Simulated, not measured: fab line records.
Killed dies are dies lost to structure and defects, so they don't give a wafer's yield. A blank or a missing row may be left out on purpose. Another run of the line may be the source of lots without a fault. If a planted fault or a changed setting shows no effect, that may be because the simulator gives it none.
fab line records	flow n5Finfet
record lots=6	wafers=18	lastDay=16
route steps=1938 shown BEOL_M2@889 PASSIVATION@1936
lots that met no fault: from a run of the same line without faults
startH: the number of hours between the record's first day and the start of the first shown wafer of the lot	waitH: how many hours have passed since the lot's step before this one	" as in the row above	L1.1+2: a row that stands for several wafers	- no value present, or no start provided	* or withheld: withheld	< > ~ a bound
route shown NAME@n: NAME is a module with steps in the file, n the number in the route of the first one	usual: average and standard deviation across the fault-free wafers	same: alike in all rows	chamber/n: place in a boat	sites: each site's reading	_std_site: how widely they spread, as a standard deviation	_edge_site: outer sites' mean less inner sites'	radiusMm: how far each site lies from the wafer's centre	mask NAME#n: copy n	behind: tool/chamber where the wafer was last shaped	hold: cause of the lot's hold/its duration in hours/its outcome	device: the transistor (n, p or np) that didn't switch	end of line: the tests these same wafers got at the end of their route	for a step that has no rows: nothing shown but its recipe	killed: dies that structure and defects cost at the first sort, which is not the same as the wafer's yield	map: a wafer's dies, x killed, . not, _ none there
set.NAME: the setting that was run; set.NAME@STEP: the one run at that earlier step	model.NAME: the simulator's own value behind a step, which no gauge read
lots at selected steps of the route; one table per step, one row per wafer
services: from which hour (startH, from the record's first day; less than 0 if before it) a tool's chamber was out of use, for how many hours, and why
## steps
# step N5_BEOL_M2_STRIP_36
# recipe chemistry=N2/H2	powerW=450	tempC=40	pressureMtorr=20	rfFrequencyHz=6e+07	overashFraction=0.3	biasPowerW=7	h2Frac=0.5	n2FlowSccm=200	h2FlowSccm=200
# step N5_BEOL_M2_TRENCH_ETCH_37
# recipe chemistry=C4F6/O2	targetDepthA=555.55	target=SiOC	timeS=29.2	ionEnergyEv=250	pressureMtorr=30	sourceW=355	biasW=185	Ar_flow_sccm=300	C4F6_flow_sccm=10	O2_flow_sccm=10
# step N5_BEOL_M2_ETCH_41
# recipe chemistry=CH3F/O2	target=SiCN	targetDepthA=299	taperDeg=2	timeS=52.5	ionEnergyEv=120	maskMaterial=TiN	pressureMtorr=30	sourceW=395	biasW=75	Ar_flow_sccm=150	CH3F_flow_sccm=30	O2_flow_sccm=20
# step N5_BEOL_M2_STRIP_97
# recipe chemistry=N2/H2	timeS=10	powerW=450	tempC=40	pressureMtorr=20	rfFrequencyHz=6e+07	biasPowerW=7	n2FlowSccm=200	h2FlowSccm=200
# usual chamberPressureMTorr=20.002/0.02	drypumpMotorCurrentA=5.7/0.45	oesProductAu=0.76/0.066	rfVppV=59.2/0.98	showerheadPlenumPTorr=2.56/0.071	throttleValvePct=23.50/0.27
lot.wafer	tool	chamber	startH	waitH	chamberPressureMTorr	drypumpMotorCurrentA	oesProductAu	rfHoursCounterH	rfVppV	showerheadPlenumPTorr	throttleValvePct
L724.2	rieDiel-01	2	-	-	19.970	4.8	0.73	166	59.7	2.44	23.86
L724.5	"	1	"	"	20.087	5.1	0.70	-	60.4	2.62	23.67
L724.6	"	0	"	"	20.017	5.8	0.79	-	59.5	2.53	23.45
L725.2	rieDiel-03	1	-	-	19.993	5.4	0.76	131	60.5	2.56	23.41
L725.3	"	0	"	"	20.042	5.4	0.81	96	60.5	2.66	23.07
L725.5	"	1	"	"	19.988	5.4	0.77	-	57.6	2.56	23.39
L726.2	rieDiel-03	2	-	-	20.022	5.2	0.78	158	58.2	2.52	23.26
L726.4	"	0	"	"	20.027	5.3	0.82	96	58.4	2.66	23.07
L726.5	"	2	"	"	20.003	5.2	0.78	-	60.4	2.52	23.26
L727.2	rieDiel-04	2	-	-	20.013	6.1	0.69	235	58.6	2.50	23.25
L727.4	"	0	"	"	19.967	6.1	0.75	-	60.3	2.53	23.86
L727.6	"	3	"	"	19.984	6.0	0.72	-	58.5	2.61	23.42
L737.2	rieDiel-04	0	-	-	20.032	6.1	0.73	191	60.0	2.52	23.89
L737.3	"	1	"	"	20.011	6.0	0.82	60	59.0	2.58	23.71
L737.4	"	0	"	"	19.981	6.1	0.73	-	58.9	2.52	23.88
L739.1	rieDiel-03	1	-	-	19.996	5.4	0.74	158	60.3	2.55	23.44
L739.5	"	0	"	"	20.000	5.3	0.77	-	59.1	2.65	23.10
L739.6	"	3	"	"	20.004	5.9	0.94	-	60.3	2.60	23.37
# step N5_BEOL_M2_OCD_MEAS_38
# usual trenchDepthNm=55.4/0.84
lot.wafer	tool	chamber	startH	waitH	trenchDepthNm
L724.2	ocd-02	-	147.08	-	55.9
L724.5	"	-	"	"	56.2
L724.6	"	-	"	"	55.7
L725.2	ocd-01	-	150.24	-	54.4
L725.3	"	-	"	"	55.8
L725.5	"	-	"	"	54.2
L726.2	ocd-01	-	154.98	-	56.4
L726.4	"	-	"	"	56.0
L726.5	"	-	"	"	56.9
L727.2	ocd-01	-	163.22	-	55.2
L727.4	"	-	"	"	54.6
L727.6	"	-	"	"	54.7
L737.2	ocd-01	-	228.54	-	54.2
L737.3	"	-	"	"	55.3
L737.4	"	-	"	"	54.8
L739.1	ocd-01	-	235.23	-	54.7
L739.5	"	-	"	"	55.0
L739.6	"	-	"	"	56.5
# step N5_BEOL_M2_HM_STRIP_39
# recipe chemistry=peroxideTinStrip	material=TiN	targetDepthA=250	tempC=50	timeS=158
# step N5_BEOL_M2_SRD_40
# recipe timeS=30	tempC=23	rinseLiquid=diw	dry=ipaMarangoni
# step N5_BEOL_M2_PRECLEAN_42
# recipe chemistry=residueRemover	timeS=60	tempC=40
# step N5_BEOL_M2_SRD_43
# recipe timeS=30	tempC=23	rinseLiquid=diw	dry=ipaMarangoni
# step N5_BEOL_M2_CD_MEAS_35
# recipe targetCdNm=18	targetCdYNm=22.2	polarity=opening
# usual cdNm=18.0/0.31
lot.wafer	tool	chamber	startH	waitH	cdNm
L724.2	cdSem-01	-	147.23	0.0	17.8
L724.5	"	-	"	"	17.7
L724.6	"	-	"	"	18.1
L725.2	cdSem-03	-	150.39	0.0	17.5
L725.3	"	-	"	"	18.0
L725.5	"	-	"	"	18.1
L726.2	cdSem-03	-	155.14	0.0	18.1
L726.4	"	-	"	"	18.1
L726.5	"	-	"	"	18.1
L727.2	cdSem-02	-	163.37	0.0	17.9
L727.4	"	-	"	"	18.6
L727.6	"	-	"	"	17.9
L737.2	cdSem-01	-	228.69	0.0	17.2
L737.3	"	-	"	"	17.8
L737.4	"	-	"	"	18.2
L739.1	cdSem-02	-	235.39	0.0	18.1
L739.5	"	-	"	"	18.3
L739.6	"	-	"	"	17.5
# step N5_BEOL_M2_DEGAS_44
# recipe ambient=vacuum	tempC=250	timeS=60
# step N5_BEOL_M2_PRE_CLEAN_45
# recipe gas=H2/He	timeS=30	tempC=250
# step N5_BEOL_M2_ALD_84
# recipe material=TaN	targetThkA=*	tempC=275	aldPrecursorFamily=PDMAT	aldCoReactant=NH3	pressureTorr=3	carrierFlowSccm=1500	pulseTimeS=2	purgeTimeS=3	coReactantPurgeTimeS=2	coReactantPulseTimeS=3	aldCycles=30	precursorVesselTempC=75	precursorVesselPressureTorr=26.25	precursorVesselCarrierSccm=1000
# usual heaterPowerW=421/34
lot.wafer	tool	chamber	startH	waitH	heaterPowerW	sinceWetCleanH
L724.2	aldMetal-03	0	147.39	0.1	428	2887
L724.5	"	3	"	"	475	-
L724.6	"	0	"	"	425	-
L725.2	aldMetal-04	2	151.28	0.1	432	5968
L725.3	"	0	"	"	422	5968
L725.5	"	2	"	"	438	-
L726.2	aldMetal-04	3	155.43	0.0	385	5972
L726.4	"	0	"	"	416	5972
L726.5	"	0	"	"	434	-
L727.2	aldMetal-04	0	163.93	0.0	421	5981
L727.4	"	1	"	"	435	5981
L727.6	"	1	"	"	430	-
L737.2	aldMetal-04	1	229.23	0.1	426	6046
L737.3	"	3	"	"	383	6046
L737.4	"	2	"	"	446	6046
L739.1	aldMetal-04	1	236.13	0.1	432	6053
L739.5	"	0	"	"	437	-
L739.6	"	1	"	"	421	-
# step N5_BEOL_M2_SURFACE_TREAT_85
# recipe gas=Ar	timeS=*	ionEnergyEv=*	ionCurrentMaCm2=0.5	pressureMtorr=*	arFlowSccm=30
# step N5_BEOL_M2_CVD_47
# recipe material=Co	targetThkA=30	tempC=withheld	precursor=CCTBA/H2	pressureTorr=30	timeS=223.8
# step N5_BEOL_M2_SPUTTER_48
# recipe material=Cu	targetThkA=45	tempC=-20	chamberPressurePa=0.07	powerW=withheld	timeS=8.29
# step N5_BEOL_M2_ANNEAL_49
# recipe tempC=400	timeS=240	ambient=vacuum
# step N5_BEOL_M2_SPUTTER_79
# recipe material=Cu	targetThkA=45	tempC=-20	chamberPressurePa=0.07	powerW=withheld	timeS=8.29
# step N5_BEOL_M2_ANNEAL_80
# recipe tempC=400	timeS=240	ambient=vacuum
# usual heaterPowerW=841/84
lot.wafer	tool	chamber	startH	waitH	heaterPowerW
L724.2	pvdSputter-02	-	149.57	0.0	772
L724.5	"	-	"	"	895
L724.6	"	-	"	"	782
L725.2	pvdSputter-03	-	152.80	0.0	986
L725.3	"	-	"	"	810
L725.5	"	-	"	"	846
L726.2	pvdSputter-02	-	156.27	0.0	760
L726.4	"	-	"	"	856
L726.5	"	-	"	"	775
L727.2	pvdSputter-03	-	164.69	0.0	1025
L727.4	"	-	"	"	1026
L727.6	"	-	"	"	975
L737.2	pvdSputter-01	-	230.35	0.0	735
L737.3	"	-	"	"	921
L737.4	"	-	"	"	722
L739.1	pvdSputter-01	-	237.06	0.0	901
L739.5	"	-	"	"	830
L739.6	"	-	"	"	726
# step N5_BEOL_M2_SPUTTER_81
# recipe material=Cu	targetThkA=45	tempC=-20	chamberPressurePa=0.07	powerW=withheld	timeS=8.29
# step N5_BEOL_M2_ANNEAL_82
# recipe tempC=400	timeS=240	ambient=vacuum
# usual heaterPowerW=844/85
lot.wafer	tool	chamber	startH	waitH	heaterPowerW
L724.2	pvdSputter-02	-	149.79	0.0	778
L724.5	"	-	"	"	901
L724.6	"	-	"	"	780
L725.2	pvdSputter-03	-	153.02	0.0	1003
L725.3	"	-	"	"	815
L725.5	"	-	"	"	876
L726.2	pvdSputter-02	-	156.49	0.0	756
L726.4	"	-	"	"	846
L726.5	"	-	"	"	783
L727.2	pvdSputter-03	-	164.91	0.0	1021
L727.4	"	-	"	"	1017
L727.6	"	-	"	"	960
L737.2	pvdSputter-01	-	230.57	0.0	746
L737.3	"	-	"	"	914
L737.4	"	-	"	"	736
L739.1	pvdSputter-01	-	237.28	0.0	906
L739.5	"	-	"	"	843
L739.6	"	-	"	"	741
# step N5_BEOL_M2_SPUTTER_86
# recipe material=Cu	targetThkA=45	tempC=-20	chamberPressurePa=0.07	powerW=withheld	timeS=8.29
# step N5_BEOL_M2_ANNEAL_87
# recipe tempC=400	timeS=240	ambient=vacuum
# step N5_BEOL_M2_SPUTTER_88
# recipe material=Cu	targetThkA=45	tempC=-20	chamberPressurePa=0.07	powerW=withheld	timeS=8.29
# step N5_BEOL_M2_ANNEAL_89
# recipe tempC=400	timeS=240	ambient=vacuum
# step N5_BEOL_M2_SPUTTER_90
# recipe material=Cu	targetThkA=45	tempC=-20	chamberPressurePa=0.07	powerW=withheld	timeS=8.29
# usual chamberPressurePa=0.07/0.00014	throttleValvePct=30.3/1.3
lot.wafer	tool	chamber	startH	waitH	chamberPressurePa	throttleValvePct
L724.2	pvdSputter-02	-	150.37	0.1	0.06981	31.6
L724.5	"	-	"	"	0.06991	30.2
L724.6	"	-	"	"	0.06972	31.5
L725.2	pvdSputter-03	-	153.60	0.1	0.07037	32.2
L725.3	"	-	"	"	0.07017	30.3
L725.5	"	-	"	"	0.07009	29.6
L726.2	pvdSputter-02	-	157.07	0.1	0.06997	31.1
L726.4	"	-	"	"	0.06993	27.8
L726.5	"	-	"	"	0.06961	31.4
L727.2	pvdSputter-03	-	165.49	0.1	0.06992	32.4
L727.4	"	-	"	"	0.07003	32.6
L727.6	"	-	"	"	0.06981	28.0
L737.2	pvdSputter-01	-	231.15	0.1	0.07007	29.1
L737.3	"	-	"	"	0.0702	30.2
L737.4	"	-	"	"	0.0702	31.2
L739.1	pvdSputter-01	-	237.86	0.1	0.06996	30.2
L739.5	"	-	"	"	0.06998	31.4
L739.6	"	-	"	"	0.07003	31.1
# step N5_BEOL_M2_ANNEAL_91
# recipe tempC=400	timeS=240	ambient=vacuum
# step N5_BEOL_M2_SPUTTER_92
# recipe material=Cu	targetThkA=45	tempC=-20	chamberPressurePa=0.07	powerW=withheld	timeS=8.29
# step N5_BEOL_M2_ANNEAL_93
# recipe tempC=400	timeS=240	ambient=vacuum
# step N5_BEOL_M2_SPUTTER_94
# recipe material=Cu	targetThkA=45	tempC=-20	chamberPressurePa=0.07	powerW=withheld	timeS=8.29
# step N5_BEOL_M2_ANNEAL_95
# recipe tempC=400	timeS=240	ambient=vacuum
# usual heaterPowerW=841/84
lot.wafer	tool	chamber	startH	waitH	heaterPowerW
L724.2	pvdSputter-02	-	150.89	0.0	795
L724.5	"	-	"	"	887
L724.6	"	-	"	"	762
L725.2	pvdSputter-03	-	154.12	0.0	1013
L725.3	"	-	"	"	821
L725.5	"	-	"	"	889
L726.2	pvdSputter-02	-	157.59	0.0	770
L726.4	"	-	"	"	816
L726.5	"	-	"	"	787
L727.2	pvdSputter-03	-	166.92	0.0	1007
L727.4	"	-	"	"	981
L727.6	"	-	"	"	977
L737.2	pvdSputter-01	-	231.67	0.0	745
L737.3	"	-	"	"	934
L737.4	"	-	"	"	724
L739.1	pvdSputter-01	-	238.38	0.0	940
L739.5	"	-	"	"	844
L739.6	"	-	"	"	712
# step N5_BEOL_M2_SPUTTER_96
# recipe material=Cu	targetThkA=45	tempC=-20	chamberPressurePa=0.07	powerW=withheld	timeS=8.29
# step N5_BEOL_M2_ECD_50
# recipe material=Cu	targetThkA=3000
# step N5_BEOL_M2_ANNEAL_51
# recipe tempC=225	timeS=90	ambient=N2
# step N5_BEOL_M2_CMP_52
# recipe stopOn=SiOC	tOverpolishS=6.8	downForcePsi=1	platenRpm=50	clearingPlatenDownForcePsi=1.5	clearingPlatenRpm=50	postCmpClean=cuAlkaline	targetThkNm=40	clearingPlatenPadVelocityMS=0.99484	padVelocityMS=0.99484
# step N5_BEOL_M2_THK_MEAS_53
# recipe thkMeasGauge=xrf	reads=Cu_of_BEOL_M2_ECD_50
# usual M2_THK=40.9/1.4
lot.wafer	tool	chamber	startH	waitH	M2_THK[nm]
L724.2	filmMetro-02	-	152.07	-	41.9
L724.5	"	-	"	"	42.3
L724.6	"	-	"	"	39.6
L725.2	filmMetro-02	-	155.05	-	39.5
L725.3	"	-	"	"	42.3
L725.5	"	-	"	"	39.7
L726.2	filmMetro-02	-	158.79	-	41.1
L726.4	"	-	"	"	40.0
L726.5	"	-	"	"	41.4
L727.2	filmMetro-01	-	167.85	-	39.4
L727.4	"	-	"	"	38.7
L727.6	"	-	"	"	39.6
L737.2	filmMetro-01	-	232.70	-	39.8
L737.3	"	-	"	"	42.3
L737.4	"	-	"	"	44.0
L739.1	filmMetro-02	-	239.43	-	38.4
L739.5	"	-	"	"	39.0
L739.6	"	-	"	"	42.3
# step N5_BEOL_M2_PRE_CLEAN_60
# recipe gas=NH3/H2	timeS=15	tempC=*	rfPowerW=300
# step N5_BEOL_M2_CO_CAP_55
# recipe material=Co	targetThkA=20	tempC=200	precursor=CCTBA/H2	pressureTorr=30	timeS=102.1
# step N5_BEOL_M2_PRE_CLEAN_56
# recipe gas=NH3	timeS=15	tempC=withheld	rfPowerW=300
# step N5_BEOL_M2_DEP_57
# recipe material=SiCN	targetThkA=80	tempC=withheld	precursor=3MS/NH3	pressureTorr=3	rfW=202	timeS=14
# step N5_BEOL_M2_RS_MEAS_58
# recipe thkMeasGauge=four-point-probe	reads=Co_of_BEOL_M2_CO_CAP_55+Cu_of_BEOL_M2_ECD_50+Co_of_BEOL_M2_CVD_47+TaN_of_BEOL_M2_ALD_84
# usual M2_RS=0.67/0.03
lot.wafer	tool	chamber	startH	waitH	M2_RS[ohm/sq]
L724.2	filmMetro-02	-	152.57	0.1	0.64
L724.5	"	-	"	"	0.64
L724.6	"	-	"	"	0.70
L725.2	filmMetro-02	-	155.31	0.1	0.70
L725.3	"	-	"	"	0.64
L725.5	"	-	"	"	0.69
L726.2	filmMetro-01	-	159.05	0.1	0.67
L726.4	"	-	"	"	0.69
L726.5	"	-	"	"	0.66
L727.2	filmMetro-02	-	168.11	0.1	0.70
L727.4	"	-	"	"	0.72
L727.6	"	-	"	"	0.69
L737.2	filmMetro-02	-	233.09	0.1	0.69
L737.3	"	-	"	"	0.64
L737.4	"	-	"	"	0.61
L739.1	filmMetro-02	-	239.71	0.0	0.73
L739.5	"	-	"	"	0.71
L739.6	"	-	"	"	0.64
# step N5_PASSIVATION_PROBE_49
# usual defectLimitedYield=91.4/1.4	killed_at_M0_to_M3=31/10	killed_at_M4_up=14/5.6	killedAtContacts=13/6.3	killedAtFrontEnd=39/10	killedAtOther=4/3.1	killedDies=101/16	killedOnRim=13/3.9	killedOpen=65/13	killedShort=34/7.2	sort_bin_5_function=5.1/0.88	sort_bin_6_memory=3.2/0.66	sortNPass=1079/16	sortYieldPct=91.4/1.4
# same grossDies=1180	killedAtBackSide=0	sort_bin_4_leakage[%]=0	sort_bin_8_speed[%]=0
lot.wafer	tool	chamber	startH	waitH	defectLimitedYield[%]	killed_at_M0_to_M3	killed_at_M4_up	killedAtContacts	killedAtFrontEnd	killedAtOther	killedDies	killedOnRim	killedOpen	killedShort	sort_bin_5_function[%]	sort_bin_6_memory[%]	sortNPass	sortYieldPct[%]
L724.2	prober-02	-	279.61	0.1	91.0	22	16	25	39	4	106	9	80	25	5.3	3.6	1074	91.0
L724.5	prober-02	-	279.76	0.2	92.5	18	9	27	30	4	88	13	57	29	4.3	2.9	1092	92.5
L724.6	prober-02	-	279.81	0.3	92.4	22	14	23	29	2	90	17	64	24	4.1	3.3	1090	92.4
L725.2	prober-01	-	284.90	0.1	91.1	20	21	19	45	0	105	13	73	31	5.9	2.8	1075	91.1
L725.3	prober-01	-	284.95	0.1	88.4	35	16	12	62	12	137	19	89	47	6.9	4.3	1043	88.4
L725.5	prober-01	-	285.05	0.2	92.2	15	15	11	46	5	92	14	59	32	4.1	3.3	1088	92.2
L726.2	prober-02	-	286.89	0.1	91.6	40	21	8	29	1	99	16	74	24	5.6	2.6	1081	91.6
L726.4	prober-02	-	286.99	0.2	89.7	51	19	10	32	10	122	16	86	31	6.4	3.4	1058	89.7
L726.5	prober-02	-	287.04	0.2	94.6	27	16	4	16	1	64	13	51	13	3.4	1.7	1116	94.6
L727.2	prober-02	-	294.46	0.1	91.9	36	12	8	30	9	95	8	55	40	5.0	2.9	1085	91.9
L727.4	prober-02	-	294.56	0.2	89.8	48	8	22	30	12	120	15	75	45	5.6	4.0	1060	89.8
L727.6	prober-02	-	294.66	0.3	91.0	33	11	20	37	5	106	14	72	34	4.8	4.0	1074	91.0
L737.2	prober-01	-	362.17	0.1	82.5	145	26	14	18	3	206	26	49	22	10.8	3.6	974	82.5
L737.3	prober-01	-	362.22	0.1	84.6	107	16	10	40	9	182	30	54	41	10.0	3.0	998	84.6
L737.4	prober-01	-	362.27	0.2	85.1	113	21	17	23	2	176	27	52	30	9.4	3.1	1004	85.1
L739.1	prober-02	-	388.02	0.0	81.6	146	18	7	39	7	217	25	65	34	10.9	4.7	963	81.6
L739.5	prober-02	-	388.22	0.2	79.3	176	13	13	39	3	244	16	71	36	12.5	4.6	936	79.3
L739.6	prober-02	-	388.27	0.3	81.3	159	12	3	47	0	221	21	58	41	11.0	4.9	959	81.3
# killed by level:class
L724.2 MOL_CONTACT_COAG:geometricParticle:open=20 STI_FIN_REVEAL:geometricParticle:open=11 BEOL_M4:geometricParticle:open=11 FIN_SAQP:geometricParticle:short=8 FIN_SAQP:geometricParticle:open=8 BEOL_M1:geometricParticle:open=6 BEOL_M0_SAQP:geometricParticle:open=5 BEOL_M2:geometricParticle:open=5
L724.5 MOL_CONTACT_COAG:geometricParticle:open=21 DUMMY_GATE:geometricParticle:open=9 FIN_SAQP:geometricParticle:open=6 BEOL_M0_SAQP:geometricParticle:short=6 BEOL_M0_SAQP:geometricParticle:open=5 GATE_CUT:geometricParticle:short=4 MOL_CONTACT_COAG:geometricParticle:short=4 DUMMY_GATE:geometricParticle:short=3
L724.6 MOL_CONTACT_COAG:geometricParticle:open=19 FIN_SAQP:geometricParticle:open=11 BEOL_M0_SAQP:geometricParticle:open=8 DUMMY_GATE:geometricParticle:open=7 FIN_SAQP:geometricParticle:short=5 MOL_CONTACT_COAG:geometricParticle:short=4 GATE_CUT:geometricParticle:open=3 BEOL_M0_SAQP:geometricParticle:short=3
L725.2 MOL_CONTACT_COAG:geometricParticle:open=16 FIN_SAQP:geometricParticle:open=11 BEOL_M4:geometricParticle:open=10 STI_FIN_REVEAL:geometricParticle:open=8 BEOL_M5:geometricParticle:open=6 FIN_SAQP:geometricParticle:short=5 STARTING-WAFER:geometricParticle:open=5 STI_FIN_REVEAL:geometricParticle:short=4
L725.3 FIN_SAQP:geometricParticle:open=26 FIN_SAQP:geometricParticle:short=10 MOL_CONTACT_COAG:geometricParticle:open=8 BEOL_M0_SAQP:geometricParticle:open=7 STI_FIN_REVEAL:geometricParticle:open=6 BEOL_M0_SAQP:geometricParticle:short=6 ILD0:geometricParticle:open=5 BEOL_M2:geometricParticle:open=5
L725.5 FIN_SAQP:geometricParticle:open=14 MOL_CONTACT_COAG:geometricParticle:open=8 FIN_SAQP:geometricParticle:short=6 ILD0:geometricParticle:short=6 ILD0:geometricParticle:open=5 BEOL_M8:geometricParticle:open=4 STI_FIN_REVEAL:geometricParticle:open=4 BEOL_M0_SAQP:geometricParticle:open=4
L726.2 BEOL_M2:geometricParticle:open=11 BEOL_M4:geometricParticle:open=11 BEOL_M0_SAQP:geometricParticle:open=9 STI_FIN_REVEAL:geometricParticle:open=8 BEOL_M3:geometricParticle:open=6 MOL_CONTACT_COAG:geometricParticle:open=5 FIN_SAQP:geometricParticle:open=4 DUMMY_GATE:geometricParticle:open=4
L726.4 BEOL_M3:geometricParticle:open=19 BEOL_M2:geometricParticle:open=16 BEOL_M4:geometricParticle:open=13 MOL_CONTACT_COAG:geometricParticle:open=7 FIN_SAQP:geometricParticle:open=6 BEOL_M0_SAQP:geometricParticle:short=6 STI_FIN_REVEAL:geometricParticle:open=5 BEOL_M0_SAQP:geometricParticle:open=5
L726.5 STI_FIN_REVEAL:geometricParticle:open=9 BEOL_M4:geometricParticle:open=9 BEOL_M2:geometricParticle:open=7 MOL_CONTACT_COAG:geometricParticle:open=4 BEOL_M0_SAQP:geometricParticle:open=4 BEOL_M3:geometricParticle:open=4 BEOL_M1:geometricParticle:open=3 BEOL_M3:geometricParticle:short=3
L727.2 BEOL_M0_SAQP:geometricParticle:short=16 BEOL_M0_SAQP:geometricParticle:open=9 FIN_SAQP:geometricParticle:open=8 STI_FIN_REVEAL:geometricParticle:open=6 MOL_CONTACT_COAG:geometricParticle:open=6 BEOL_M1:geometricParticle:open=4 FIN_SAQP:geometricParticle:short=3 GATE_CUT:geometricParticle:open=3
L727.4 MOL_CONTACT_COAG:geometricParticle:open=17 BEOL_M0_SAQP:geometricParticle:short=13 BEOL_M0_SAQP:geometricParticle:open=11 BEOL_M3:geometricParticle:open=9 FIN_SAQP:geometricParticle:short=7 BEOL_M1:geometricParticle:open=7 STI_FIN_REVEAL:geometricParticle:open=6 MOL_CONTACT_COAG:geometricParticle:short=5
L727.6 MOL_CONTACT_COAG:geometricParticle:open=17 FIN_SAQP:geometricParticle:open=13 BEOL_M0_SAQP:geometricParticle:short=8 BEOL_M3:geometricParticle:open=7 BEOL_M1:geometricParticle:open=7 FIN_SAQP:geometricParticle:short=5 STI_FIN_REVEAL:geometricParticle:open=5 GATE_CUT:geometricParticle:short=4
L737.2 BEOL_M2:unspecified=131 MOL_CONTACT_COAG:geometricParticle:open=12 BEOL_M4:geometricParticle:open=8 FIN_SAQP:geometricParticle:open=7 BEOL_M0_SAQP:geometricParticle:short=6 BEOL_M6:geometricParticle:open=6 STI_FIN_REVEAL:geometricParticle:open=4 BEOL_M3:geometricParticle:short=4
L737.3 BEOL_M2:unspecified=86 GATE_CUT:geometricParticle:short=9 MOL_CONTACT_COAG:geometricParticle:open=7 FIN_SAQP:geometricParticle:open=6 FIN_SAQP:geometricParticle:short=6 BEOL_M0_SAQP:geometricParticle:open=6 STI_FIN_REVEAL:geometricParticle:open=5 BEOL_M0_SAQP:geometricParticle:short=5
L737.4 BEOL_M2:unspecified=92 MOL_CONTACT_COAG:geometricParticle:open=10 BEOL_M0_SAQP:geometricParticle:open=8 BEOL_M4:geometricParticle:open=8 MOL_CONTACT_COAG:geometricParticle:short=7 FIN_SAQP:geometricParticle:open=6 FIN_SAQP:geometricParticle:short=5 BEOL_M4:geometricParticle:short=5
L739.1 BEOL_M2:unspecified=118 BEOL_M5:geometricParticle:open=9 FIN_SAQP:geometricParticle:short=8 BEOL_M0_SAQP:geometricParticle:open=8 STI_FIN_REVEAL:geometricParticle:open=6 BEOL_M1:geometricParticle:open=6 FIN_SAQP:geometricParticle:open=5 DUMMY_GATE:geometricParticle:open=5
L739.5 BEOL_M2:unspecified=137 MOL_CONTACT_COAG:geometricParticle:open=13 BEOL_M0_SAQP:geometricParticle:short=13 FIN_SAQP:geometricParticle:open=12 FIN_SAQP:geometricParticle:short=9 STI_FIN_REVEAL:geometricParticle:open=6 BEOL_M0_SAQP:geometricParticle:open=5 BEOL_M1:geometricParticle:open=5
L739.6 BEOL_M2:unspecified=121 FIN_SAQP:geometricParticle:open=13 BEOL_M0_SAQP:geometricParticle:short=13 FIN_SAQP:geometricParticle:short=10 BEOL_M1:geometricParticle:open=10 ILD0:geometricParticle:short=5 BEOL_M0_SAQP:geometricParticle:open=5 BEOL_M2:geometricParticle:open=5
# map L737.2 (x killed, . not)
_________________............________________
______________.................x_____________
___________..................x..x..__________
__________.........................._________
________..x.......x..................._______
_______.x.......x......................______
______xxxxxxxx................x........._____
_____xxxxxxxxxx............x......x....x.____
____xxxxxxxxx.xx..............xx..........___
___xxxxxxxxxxx...................x.........__
___xxxxxxxxxxxxx.x....x..x...x..........x..__
__xxxxxxxxxxxx.x............................_
__xxxxxxxxxxxxx......x...............x.....x_
_.x.xxxxxxxxx.x.x...................x........
_.xxxxxxxxxxx....x...x.......................
_.xxxxxxxxxxxxx..............................
_x..xx.xxx..x.xx.x......x................x...
_x.xx.x..x...x..................x..........x.
_.x......x.x................x................
_..x........x....................x...........
_......x................x....................
__................................x........._
__.................................x...x...._
___...........x....x............x..x.......__
___......x.......x....x.....x.x.....x......__
____..........x...........................___
_____.x.............x............x.......____
______........xx....xx...xx....x......x._____
_______.......x...............x.xx.....______
________........x....................._______
__________...........x........x....._________
___________..x............x.....x..__________
______________.......x.........._____________
_________________.....x......________________
# map L739.5 (x killed, . not)
_________________..x.....x...________________
______________.................._____________
___________......x.....xx.x......xx__________
__________xx...................x...._________
________....xx..x...xx................_______
_______xxx..x....x.....................______
______....x...............x.x.......x..._____
_____........x..............x............____
____.x.x........x....x.x..................___
___..................x.x...x....x.........x__
___...x....xx.....x.xxx..x...........x.....__
__.................xxxxx.xx.x........x.x...._
__...x.....xx....xxxxxxxxxxx......x...x..x.._
_.x.....x......xxxxxxxxxxxxxxx...............
_x......x.......xxxxxxxxxxxxx.x...x.x.......x
_..........xxx..xxxxxxxxxxxxx...x............
_..x.....x..x.xxxxxxxxxxxxxxx................
_.............xxxxxxxxxxxxxxx...........x....
_.......x.....x.xxxxxxxxxxxx.x.............x.
_.x.....x.xx...xxxxxxxxxxxxxx............x...
_...............xxxxxxxxxxxx.................
__..................xxxxxx...x.............._
__...............xx..x...x...x..x..........._
___.......x...x...x........................__
___...x........x............x..............__
____..........................x.x....x.x..___
_____......x...x.....................x...____
______x.....................x..........._____
_______.....x.............x..x.........______
________........x..................x.._______
__________x.................x......._________
___________.........x..............__________
______________........x........._____________
_________________............________________
## services
tool	chamber	startH	hours	kind
aldMetal-04	-	132.97	2.8	pm
rieDiel-03	-	150.21	4.3	pm
rieDiel-04	1	161.52	5.3	repair
rieDiel-03	3	180.27	-	clean
rieDiel-03	3	180.27	-	consumableReplace:focusRing
rieDiel-03	3	180.27	28.1	scheduledDown
rieDiel-03	3	180.27	28.1	ventCycle
rieDiel-01	3	191.98	14.3	repair
rieDiel-04	2	210.28	-	clean
rieDiel-04	2	210.28	-	consumableReplace:focusRing
rieDiel-04	2	210.28	22.0	scheduledDown
rieDiel-04	2	210.28	22.0	ventCycle
rieDiel-03	-	211.67	1.7	repair
aldMetal-03	-	234.39	8.7	pm
## key
firstSign step=N5_PASSIVATION_PROBE_49	reading=killed_at_M0_to_M3	direction=up	sigmas=11	usual=31	struck=141
effect step=N5_PASSIVATION_PROBE_49	reading=defectLimitedYield	direction=down	sigmas=6.6	usual=91.4	struck=82.4
moreKillsBornAt N5_BEOL_M2_ALD_84@aldMetal-04=685
metAt N5_BEOL_M2_ALD_84
struckWafers L737.2,L737.3,L737.4,L739.1,L739.5,L739.6
onsetBetween 163.93 229.23
alsoFits time
fault kind=chamberParticleSource	tool=aldMetal-04	chamber=-	onsetH=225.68	steps=N5_BEOL_M2_ALD_84	ratePerVisitCm2=1.1348	endH=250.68
